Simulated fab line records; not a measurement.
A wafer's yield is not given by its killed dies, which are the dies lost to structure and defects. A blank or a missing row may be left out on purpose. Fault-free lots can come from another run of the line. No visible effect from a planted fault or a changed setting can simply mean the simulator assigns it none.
Which tool did it? -- flow nand_harc -- 14 lots with 42 wafers sampled at 4 steps, on a route of 1302 steps

== WHAT THE GAUGES READ, wafer by wafer ==
Not one reading of a measure or inspect step in the record can be checked against a usual standard deviation.

== WHICH TOOL RAN EACH LOT (tool, then ch and the chambers of the sampled wafers, then the start) ==
lot,NHARC_A_STAIRCASE_DEP_156,NHARC_A_STAIRCASE_TRIM_14,NHARC_A_STAIRCASE_TRIM_16,NHARC_A_STAIRCASE_TRIM_24
L490,"pecvd-04 ch 0,1,2, day 15 20:16","rie_diel-09 ch 1,2,3, day 15 23:38 or earlier","rie_diel-09 ch 0,3, day 15 23:38","rie_diel-09 ch 1,2,3, no start"
L492,"pecvd-02 ch 0,1, day 16 09:50","rie_diel-04 ch 0,1,2, day 16 13:22 or earlier","rie_diel-04 ch 0,1,2, day 16 13:22","rie_diel-01 ch 0,1,3, no start"
L491,"pecvd-01 ch 0,2, day 16 09:53","rie_diel-01 ch 0,3, day 16 13:13 or earlier","rie_diel-01 ch 0,2,3, day 16 13:13","rie_diel-09 ch 0,2, no start"
L494,"pecvd-02 ch 0,1,2, day 17 20:38","rie_diel-04 ch 0,1,3, day 17 23:52 or earlier","rie_diel-04 ch 0,2,3, day 17 23:52","rie_diel-04 ch 1,2, no start"
L496,"pecvd-01 ch 0,1,2, day 17 23:19","rie_diel-09 ch 0,1,3, day 18 02:26 or earlier","rie_diel-09 ch 1,2,3, day 18 02:26","rie_diel-09 ch 0,2,3, no start"
L495,"pecvd-01 ch 0,1,2, day 18 04:36","rie_diel-09 ch 0,1,3, day 18 08:13 or earlier","rie_diel-09 ch 0,1,2, day 18 08:13","rie_diel-09 ch 0,2,3, no start"
L498,"pecvd-01 ch 0,1, day 18 12:58","rie_diel-04 ch 0,1,3, day 18 16:33 or earlier","rie_diel-04 ch 0,1, day 18 16:33","rie_diel-04 ch 0,1,2, no start"
L497,"pecvd-04 ch 1,2, day 18 13:05","rie_diel-04 ch 1,3, day 18 16:49 or earlier","rie_diel-04 ch 2,3, day 18 16:49","rie_diel-09 ch 0,2, no start"
L499,"pecvd-02 ch 0,2, day 20 02:55","rie_diel-01 ch 0,3, day 20 06:15 or earlier","rie_diel-01 ch 1,3, day 20 06:15","rie_diel-01 ch 0,3, no start"
L502,"pecvd-02 ch 0,1, day 20 03:03","rie_diel-04 ch 0,1,2, day 20 06:32 or earlier","rie_diel-04 ch 0,2,3, day 20 06:32","rie_diel-04 ch 1,2,3, no start"
L500,"pecvd-04 ch 0,1,2, day 20 07:38","rie_diel-04 ch 0,1, day 20 11:00 or earlier","rie_diel-04 ch 0,1,2, day 20 11:00","rie_diel-09 ch 1,2,3, no start"
L509,"pecvd-02 ch 0,1,2, day 24 08:52","rie_diel-04 ch 0,2,3, day 24 12:25 or earlier","rie_diel-04 ch 0,2,3, day 24 12:25","rie_diel-09 ch 0,1, no start"
L510,"pecvd-04 ch 0,1, day 24 20:04","rie_diel-04 ch 2,3, day 24 23:30 or earlier","rie_diel-04 ch 0,2,3, day 24 23:30","rie_diel-01 ch 0,1,2, no start"
L513,"pecvd-01 ch 0,1,2, day 26 00:51","rie_diel-09 ch 0,2,3, day 26 04:13 or earlier","rie_diel-09 ch 0,3, day 26 04:13","rie_diel-09 ch 0,1,2, no start"
- NHARC_A_STAIRCASE_DEP_156: deposits SiNx, target thk 50 nm.
- NHARC_A_STAIRCASE_TRIM_14: chemistry O2, time 211.2 s.
- NHARC_A_STAIRCASE_TRIM_16: chemistry O2, time 211.2 s.
- NHARC_A_STAIRCASE_TRIM_24: chemistry O2, time 211.2 s.

== AS READ BY THE TOOLS THEMSELVES (means over the sampled wafers that have a number; for cases with no such wafer, the mark the record gives instead) ==
NHARC_A_STAIRCASE_DEP_156.
lot,tool,heater_power_w (W)
L490,pecvd-04,684
L492,pecvd-02,861
L491,pecvd-01,809
L494,pecvd-02,717
L496,pecvd-01,740
L495,pecvd-01,745
L498,pecvd-01,724
L497,pecvd-04,670
L499,pecvd-02,824
L502,pecvd-02,849
L500,pecvd-04,713
L509,pecvd-02,746
L510,pecvd-04,665
L513,pecvd-01,751

NHARC_A_STAIRCASE_TRIM_14.
lot,tool,chamber_pressure_mTorr (mTorr),drypump_motor_current_A (A),oes_product_au (a.u.),rf_vpp_V (V),run_length_s (s),showerhead_plenum_p_Torr (Torr),throttle_valve_pct (%)
L490,rie_diel-09,60.01,6.0,1.012,58.2,232.5,3.61,17.049
L492,rie_diel-04,60.06,5.4,0.986,58.0,232.4,3.64,17.041
L491,rie_diel-01,60.02,5.7,1.012,57.6,233.1,3.50,17.038
L494,rie_diel-04,59.97,5.6,0.990,57.5,232.1,3.59,17.039
L496,rie_diel-09,59.97,6.2,0.998,58.8,232.5,3.53,17.030
L495,rie_diel-09,59.98,6.2,1.006,58.5,232.5,3.53,17.038
L498,rie_diel-04,60.01,5.6,0.996,57.4,232.0,3.59,17.043
L497,rie_diel-04,59.99,6.1,0.990,57.3,232.2,3.54,17.037
L499,rie_diel-01,59.99,5.5,1.009,58.0,232.8,3.62,17.042
L502,rie_diel-04,59.96,5.4,1.004,58.1,232.2,3.63,17.041
L500,rie_diel-04,60.02,5.2,0.997,57.7,231.7,3.63,17.032
L509,rie_diel-04,59.99,5.8,1.001,57.1,232.7,3.51,17.039
L510,rie_diel-04,60.02,5.9,1.005,58.1,232.9,3.51,17.030
L513,rie_diel-09,60.00,5.9,1.010,58.3,232.6,3.48,17.045

NHARC_A_STAIRCASE_TRIM_16.
lot,tool,chamber_pressure_mTorr (mTorr),drypump_motor_current_A (A),oes_product_au (a.u.),rf_vpp_V (V),run_length_s (s),showerhead_plenum_p_Torr (Torr),throttle_valve_pct (%)
L490,rie_diel-09,59.97,6.0,1.000,57.2,232.7,3.45,17.035
L492,rie_diel-04,60.01,5.4,0.997,57.5,232.4,3.64,17.040
L491,rie_diel-01,60.04,6.0,1.012,57.5,232.5,3.59,17.038
L494,rie_diel-04,59.99,5.8,0.996,57.1,232.6,3.54,17.033
L496,rie_diel-09,59.96,6.0,1.013,58.3,232.5,3.60,17.041
L495,rie_diel-09,60.01,6.2,1.011,58.2,233.0,3.49,17.042
L498,rie_diel-04,60.05,5.3,1.002,57.4,231.9,3.68,17.042
L497,rie_diel-04,59.91,6.0,0.997,57.2,232.9,3.54,17.040
L499,rie_diel-01,59.93,5.5,0.993,58.2,232.5,3.52,17.042
L502,rie_diel-04,60.05,5.8,0.998,57.4,232.3,3.53,17.039
L500,rie_diel-04,59.98,5.4,0.995,57.6,232.3,3.63,17.024
L509,rie_diel-04,60.05,5.8,0.994,57.7,272.4,3.51,17.036
L510,rie_diel-04,60.00,5.8,0.999,57.3,252.5,3.51,17.037
L513,rie_diel-09,59.97,5.9,1.000,57.8,232.7,3.52,17.040

NHARC_A_STAIRCASE_TRIM_24.
lot,tool,chamber_pressure_mTorr (mTorr),drypump_motor_current_A (A),oes_product_au (a.u.),rf_vpp_V (V),run_length_s (s),showerhead_plenum_p_Torr (Torr),throttle_valve_pct (%)
L490,rie_diel-09,59.99,6.0,1.007,58.2,232.4,3.61,17.036
L492,rie_diel-01,60.01,5.5,1.003,58.6,232.7,3.58,17.040
L491,rie_diel-09,59.96,6.1,0.998,57.3,232.9,3.40,17.037
L494,rie_diel-04,59.98,5.5,1.007,58.6,232.9,3.64,17.030
L496,rie_diel-09,59.95,5.9,1.007,57.8,232.9,3.51,17.040
L495,rie_diel-09,59.96,5.9,0.999,58.1,233.0,3.51,17.037
L498,rie_diel-04,59.98,5.4,0.996,58.3,232.4,3.63,17.039
L497,rie_diel-09,59.97,5.9,1.003,57.5,233.2,3.47,17.038
L499,rie_diel-01,60.01,5.7,1.017,57.5,232.8,3.49,17.030
L502,rie_diel-04,60.01,5.8,0.987,58.4,232.5,3.58,17.033
L500,rie_diel-09,59.96,6.0,1.006,58.3,232.4,3.59,17.041
L509,rie_diel-09,59.98,6.5,1.008,57.5,232.5,3.48,17.039
L510,rie_diel-01,59.98,5.7,0.998,57.8,232.7,3.64,17.031
L513,rie_diel-09,60.02,6.2,1.011,58.0,232.9,3.45,17.034

== THE ANSWER, worked out from the rows above alone ==
Rule: what is usual is taken from the lots themselves. The widest of any qualifying gaps counts: lots, ordered by their means at a reading, are off when they make up no more than a third of the lots, leave a main group of 4 or more, and stand apart from it by 3 or more times the standard deviation of that group's means. If all means in a main group match to the digits the tables above print for the reading, that group is not used. A lot without any number at a reading at which 4 lots or more have one is off too. The other lots that the step has rows for count as sound. After the gauges, taken in route order, come the tools' own readings; for these a lot's mean is taken, as printed above. At the first step where some lot is off, the reading lying furthest off is the one used; lots without a number count as furthest.
Off, at NHARC_A_STAIRCASE_TRIM_16 on run_length_s: L509, L510. The main group has a mean of 232.5 s with a standard deviation of 0.28.
If a tool, at that step or one of the process steps before it, ran each lot that is off and ran no sound lot following the first of them, it fits. NHARC_A_STAIRCASE_TRIM_14 gives no start for some lots, so the hours and the order of its lots are those of NHARC_A_STAIRCASE_TRIM_16. One fits: NHARC_A_STAIRCASE_TRIM_14 and NHARC_A_STAIRCASE_TRIM_16 on rie_diel-04. At NHARC_A_STAIRCASE_TRIM_14 its last sound lot is L500 (day 20 11:00), its first lot that is off L509 (day 24 12:25): a fault that began between those two fits.

== WHAT THE SIMULATOR PUT IN ==
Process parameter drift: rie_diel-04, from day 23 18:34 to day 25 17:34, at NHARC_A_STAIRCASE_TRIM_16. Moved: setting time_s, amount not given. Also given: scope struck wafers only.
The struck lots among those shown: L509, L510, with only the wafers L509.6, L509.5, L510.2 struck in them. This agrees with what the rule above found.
